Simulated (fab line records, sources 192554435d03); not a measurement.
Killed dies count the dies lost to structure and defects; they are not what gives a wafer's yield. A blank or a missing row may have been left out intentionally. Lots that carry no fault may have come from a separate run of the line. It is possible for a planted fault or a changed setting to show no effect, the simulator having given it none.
The tool behind it: which one? | flow n5_finfet | Sampling: 22 lots, 66 wafers, 4 of 1938 route steps

== WHAT THE GAUGES SHOWED, per wafer ==
N5_BEOL_M1_OVL_MEAS_29.
lot  | measured     | on         | V0_OVL (nm)
L074 | day 6 01:06  | overlay-02 | 0.3 0.4 0.3
L075 | day 6 09:59  | overlay-01 | 0.0 0.0 -0.1
L077 | day 6 20:15  | overlay-01 | -1.1 -1.2 -0.8
L078 | day 7 01:48  | overlay-01 | -1.5 0.3 -1.1
L079 | day 7 12:22  | overlay-01 | -0.5 -0.1 -1.0
L080 | day 7 13:32  | overlay-01 | -0.6 -0.7 -0.6
L082 | day 8 02:35  | overlay-01 | -0.1 -0.4 0.3
L083 | day 8 13:04  | overlay-01 | -0.7 -1.3 -0.4
L084 | day 8 17:43  | overlay-02 | 0.7 -0.3 -0.1
L085 | day 8 19:45  | overlay-02 | -1.0 -0.6 -0.7
L086 | day 9 05:40  | overlay-02 | 0.6 -0.7 -0.4
L087 | day 9 07:53  | overlay-01 | 0.1 0.1 -0.5
L088 | day 9 16:11  | overlay-02 | -1.0 -0.7 -1.6
L089 | day 9 21:29  | overlay-02 | -0.4 0.7 1.0
L090 | day 10 15:25 | overlay-01 | 0.1 -0.2 0.4
L091 | day 10 15:59 | overlay-02 | -0.8 -1.2 -1.2
L092 | day 11 00:57 | overlay-01 | -1.0 -0.4 -0.5
L093 | day 11 02:32 | overlay-01 | -0.8 -0.9 -1.4
L094 | day 11 08:59 | overlay-02 | -1.3 -0.9 -1.0
L095 | day 11 09:23 | overlay-01 | -0.8 0.1 0.1
L096 | day 11 23:47 | overlay-02 | -0.2 -0.9 -1.2
L097 | day 12 11:02 | overlay-01 | 0.6 0.0 -0.2

== WHAT TOOL EACH LOT RAN ON (gives the tool, then ch and the chambers of the sampled wafers, and finally the start) ==
lot  | N5_BEOL_M0_CO_CAP_123            | N5_BEOL_M1_ETCH_74                 | N5_BEOL_M1_ETCH_63
L074 | cvd_co-01 ch 1,2, day 5 23:22    | rie_diel-04 ch 1,3, day 6 00:21    | rie_diel-04 ch 1,3, day 6 00:22
L075 | cvd_co-02 ch 0,2, day 6 08:03    | rie_diel-01 ch 1,2,3, day 6 09:04  | rie_diel-01 ch 1,2,3, day 6 09:05
L077 | cvd_co-01 ch 0,1,2, day 6 17:03  | rie_diel-04 ch 1,2, day 6 18:47    | rie_diel-04 ch 1,2, day 6 18:47
L078 | cvd_co-01 ch 0,1,2, day 6 23:32  | rie_diel-01 ch 0,1, day 7 00:56    | rie_diel-01 ch 0,1, day 7 00:57
L079 | cvd_co-01 ch 1,2, day 7 08:55    | rie_diel-04 ch 2,3, day 7 11:34    | rie_diel-04 ch 2,3, day 7 11:34
L080 | cvd_co-01 ch 0,1,2, day 7 11:34  | rie_diel-02 ch 0,1,3, day 7 12:40  | rie_diel-02 ch 0,1,3, day 7 12:41
L082 | cvd_co-01 ch 1,2, day 7 23:32    | rie_diel-04 ch 0,2,3, day 8 01:49  | rie_diel-04 ch 0,2,3, day 8 01:49
L083 | cvd_co-01 ch 1,2, day 8 09:42    | rie_diel-01 ch 0,1, day 8 12:16    | rie_diel-01 ch 0,1, day 8 12:17
L084 | cvd_co-01 ch 1,2, day 8 14:29    | rie_diel-04 ch 0,2, day 8 16:51    | rie_diel-04 ch 0,2, day 8 16:52
L085 | cvd_co-01 ch 1,2, day 8 17:28    | rie_diel-02 ch 0,3, day 8 18:54    | rie_diel-02 ch 0,3, day 8 18:55
L086 | cvd_co-02 ch 1,2, day 9 03:35    | rie_diel-02 ch 0,3, day 9 04:49    | rie_diel-02 ch 0,3, day 9 04:50
L087 | cvd_co-01 ch 0,1, day 9 05:57    | rie_diel-02 ch 1,2, day 9 07:01    | rie_diel-02 ch 1,2, day 9 07:02
L088 | cvd_co-02 ch 0,1, day 9 11:13    | rie_diel-04 ch 1,3, day 9 15:16    | rie_diel-04 ch 1,3, day 9 15:17
L089 | cvd_co-02 ch 0,1,2, day 9 17:43  | rie_diel-01 ch 0,2, day 9 20:42    | rie_diel-01 ch 0,2, day 9 20:43
L090 | cvd_co-02 ch 0,2, day 10 10:38   | rie_diel-04 ch 0,3, day 10 14:32   | rie_diel-04 ch 0,3, day 10 14:34
L091 | cvd_co-02 ch 0,1,2, day 10 13:40 | rie_diel-02 ch 2,3, day 10 15:15   | rie_diel-02 ch 2,3, day 10 15:16
L092 | cvd_co-01 ch 1,2, day 10 20:54   | rie_diel-02 ch 2,3, day 11 00:04   | rie_diel-02 ch 2,3, day 11 00:05
L093 | cvd_co-02 ch 0,1, day 10 23:23   | rie_diel-02 ch 0,1,3, day 11 01:44 | rie_diel-02 ch 0,1,3, day 11 01:44
L094 | cvd_co-01 ch 0,1,2, day 11 05:29 | rie_diel-01 ch 1,2,3, day 11 08:14 | rie_diel-01 ch 1,2,3, day 11 08:16
L095 | cvd_co-01 ch 0,1,2, day 11 06:35 | rie_diel-04 ch 0,2,3, day 11 08:38 | rie_diel-04 ch 0,2,3, day 11 08:39
L096 | cvd_co-01 ch 2, day 11 21:25     | rie_diel-04 ch 0,1,2, day 11 23:03 | rie_diel-04 ch 0,1,2, day 11 23:04
L097 | cvd_co-01 ch 0,1, day 12 07:41   | rie_diel-02 ch 2,3, day 12 10:17   | rie_diel-02 ch 2,3, day 12 10:19
- N5_BEOL_M0_CO_CAP_123: material Co, precursor CCTBA/H2, target thk 2 nm, time 102.1 s.
- N5_BEOL_M1_ETCH_74: etches underlayer in N2/H2, target depth 6.5 nm, time 5.2 s.
- N5_BEOL_M1_ETCH_63: etches SiARC in CF4, target depth 15.6 nm, time 26 s.

== AS READ BY THE TOOLS THEMSELVES (means over the sampled wafers that have a number; for cases with no such wafer, the mark the record gives instead) ==
N5_BEOL_M0_CO_CAP_123.
lot  | tool      | heater_power_w (W) | susceptor_temp_C (C)
L074 | cvd_co-01 | 225                | 200.00
L075 | cvd_co-02 | 271                | 199.84
L077 | cvd_co-01 | 226                | 199.94
L078 | cvd_co-01 | 229                | 199.95
L079 | cvd_co-01 | 225                | 200.01
L080 | cvd_co-01 | 227                | 200.14
L082 | cvd_co-01 | 229                | 199.74
L083 | cvd_co-01 | 228                | 199.94
L084 | cvd_co-01 | 226                | 199.88
L085 | cvd_co-01 | 231                | 200.05
L086 | cvd_co-02 | 242                | 200.12
L087 | cvd_co-01 | 240                | 200.11
L088 | cvd_co-02 | 272                | 199.92
L089 | cvd_co-02 | 259                | 200.01
L090 | cvd_co-02 | 277                | 200.09
L091 | cvd_co-02 | 258                | 199.90
L092 | cvd_co-01 | 229                | 200.01
L093 | cvd_co-02 | 260                | 200.02
L094 | cvd_co-01 | 230                | 199.84
L095 | cvd_co-01 | 227                | 199.99
L096 | cvd_co-01 | 214                | 199.99
L097 | cvd_co-01 | 240                | 200.11

N5_BEOL_M1_ETCH_74.
lot  | tool        | drypump_motor_current_A (A) | etch_rf_on_time_s (s) | oes_product_au (a.u.) | rf_vpp_V (V) | showerhead_plenum_p_Torr (Torr) | throttle_valve_pct (%)
L074 | rie_diel-04 | 5.9                         | 5.18                  | 0.62                  | 521.2        | 2.46                            | 17.80
L075 | rie_diel-01 | 5.1                         | 5.26                  | 0.63                  | 525.9        | 2.61                            | 17.92
L077 | rie_diel-04 | 5.9                         | 5.29                  | 0.60                  | 521.8        | 2.45                            | 17.89
L078 | rie_diel-01 | 5.6                         | 5.17                  | 0.64                  | 526.7        | 2.65                            | 17.85
L079 | rie_diel-04 | 5.5                         | 5.31                  | 0.63                  | 522.4        | 2.54                            | 17.85
L080 | rie_diel-02 | 5.2                         | 5.25                  | 0.64                  | 525.7        | 2.66                            | 17.73
L082 | rie_diel-04 | 5.7                         | 5.25                  | 0.63                  | 525.7        | 2.56                            | 17.95
L083 | rie_diel-01 | 5.7                         | 5.29                  | 0.61                  | 527.8        | 2.63                            | 18.05
L084 | rie_diel-04 | 5.9                         | 5.36                  | 0.59                  | 526.1        | 2.58                            | 18.13
L085 | rie_diel-02 | 5.3                         | 5.17                  | 0.66                  | 525.9        | 2.67                            | 17.71
L086 | rie_diel-02 | 5.3                         | 5.20                  | 0.66                  | 526.8        | 2.66                            | 17.72
L087 | rie_diel-02 | 5.0                         | 5.22                  | 0.66                  | 527.3        | 2.66                            | 17.91
L088 | rie_diel-04 | 5.9                         | 5.15                  | 0.60                  | 521.4        | 2.45                            | 17.86
L089 | rie_diel-01 | 5.3                         | 5.13                  | 0.64                  | 525.7        | 2.61                            | 17.80
L090 | rie_diel-04 | 5.9                         | 5.18                  | 0.76                  | 523.9        | 2.58                            | 17.79
L091 | rie_diel-02 | 5.1                         | 5.07                  | 0.70                  | 525.5        | 2.68                            | 18.14
L092 | rie_diel-02 | 5.3                         | 5.21                  | 0.68                  | 528.0        | 2.68                            | 17.86
L093 | rie_diel-02 | 5.2                         | 5.24                  | 0.62                  | 526.3        | 2.65                            | 17.77
L094 | rie_diel-01 | 5.2                         | 5.33                  | 0.61                  | 525.4        | 2.59                            | 18.00
L095 | rie_diel-04 | 5.8                         | 5.19                  | 0.68                  | 523.4        | 2.55                            | 17.86
L096 | rie_diel-04 | 5.9                         | 5.17                  | 0.74                  | 525.1        | 2.61                            | 17.79
L097 | rie_diel-02 | 5.0                         | 5.08                  | 0.69                  | 527.1        | 2.68                            | 18.15

N5_BEOL_M1_ETCH_63.
lot  | tool        | drypump_motor_current_A (A) | etch_rf_on_time_s (s) | oes_product_au (a.u.) | rf_vpp_V (V) | showerhead_plenum_p_Torr (Torr) | throttle_valve_pct (%)
L074 | rie_diel-04 | 5.9                         | 26.1                  | 0.62                  | 182.7        | 2.08                            | 15.63
L075 | rie_diel-01 | 5.2                         | 25.9                  | 0.64                  | 185.2        | 2.20                            | 15.71
L077 | rie_diel-04 | 5.9                         | 26.5                  | 0.59                  | 182.8        | 2.07                            | 15.72
L078 | rie_diel-01 | 5.6                         | 26.1                  | 0.64                  | 185.4        | 2.23                            | 15.59
L079 | rie_diel-04 | 5.5                         | 26.3                  | 0.63                  | 183.3        | 2.14                            | 15.63
L080 | rie_diel-02 | 5.2                         | 26.3                  | 0.65                  | 184.8        | 2.23                            | 15.49
L082 | rie_diel-04 | 5.7                         | 26.3                  | 0.63                  | 183.8        | 2.16                            | 15.70
L083 | rie_diel-01 | 5.7                         | 26.3                  | 0.61                  | 185.1        | 2.21                            | 15.78
L084 | rie_diel-04 | 5.9                         | 26.6                  | 0.59                  | 184.0        | 2.17                            | 15.88
L085 | rie_diel-02 | 5.3                         | 26.5                  | 0.65                  | 185.1        | 2.24                            | 15.50
L086 | rie_diel-02 | 5.4                         | 26.2                  | 0.66                  | 185.2        | 2.23                            | 15.49
L087 | rie_diel-02 | 5.0                         | 25.7                  | 0.67                  | 185.7        | 2.24                            | 15.60
L088 | rie_diel-04 | 5.9                         | 26.1                  | 0.60                  | 183.4        | 2.07                            | 15.67
L089 | rie_diel-01 | 5.3                         | 25.6                  | 0.64                  | 184.3        | 2.20                            | 15.57
L090 | rie_diel-04 | 6.0                         | 26.1                  | 0.76                  | 184.0        | 2.17                            | 15.48
L091 | rie_diel-02 | 5.0                         | 26.1                  | 0.69                  | 185.8        | 2.25                            | 15.77
L092 | rie_diel-02 | 5.3                         | 25.8                  | 0.69                  | 185.2        | 2.25                            | 15.59
L093 | rie_diel-02 | 5.2                         | 26.2                  | 0.63                  | 185.2        | 2.23                            | 15.53
L094 | rie_diel-01 | 5.1                         | 26.4                  | 0.61                  | 184.4        | 2.19                            | 15.77
L095 | rie_diel-04 | 5.7                         | 26.2                  | 0.68                  | 183.7        | 2.15                            | 15.59
L096 | rie_diel-04 | 5.9                         | 26.1                  | 0.75                  | 184.8        | 2.19                            | 15.53
L097 | rie_diel-02 | 5.1                         | 25.8                  | 0.69                  | 185.9        | 2.24                            | 15.79

== THE ANSWER, worked out from the rows above alone ==
Rule: the lots themselves supply what counts as usual. The widest of any qualifying gaps counts: lots, ordered by their means at a reading, are off when they make up no more than a third of the lots, leave a main group of 4 or more, and stand apart from it by 3 or more times the standard deviation of that group's means. If all means in a main group match to the digits the tables above print for the reading, that group is not used. A lot without any number at a reading at which 4 lots or more have one is off too. The other lots that the step has rows for count as sound. Order of review: gauges by route order, followed by the tools' own readings, for which a lot's mean as printed above is used. The first step at which some lot is off is used, and at that step the reading that is off furthest; a lot without a number counts as furthest.
Nothing can be told from this: no lot is off at any reading shown.

== WHAT THE SIMULATOR HAD INSERTED ==
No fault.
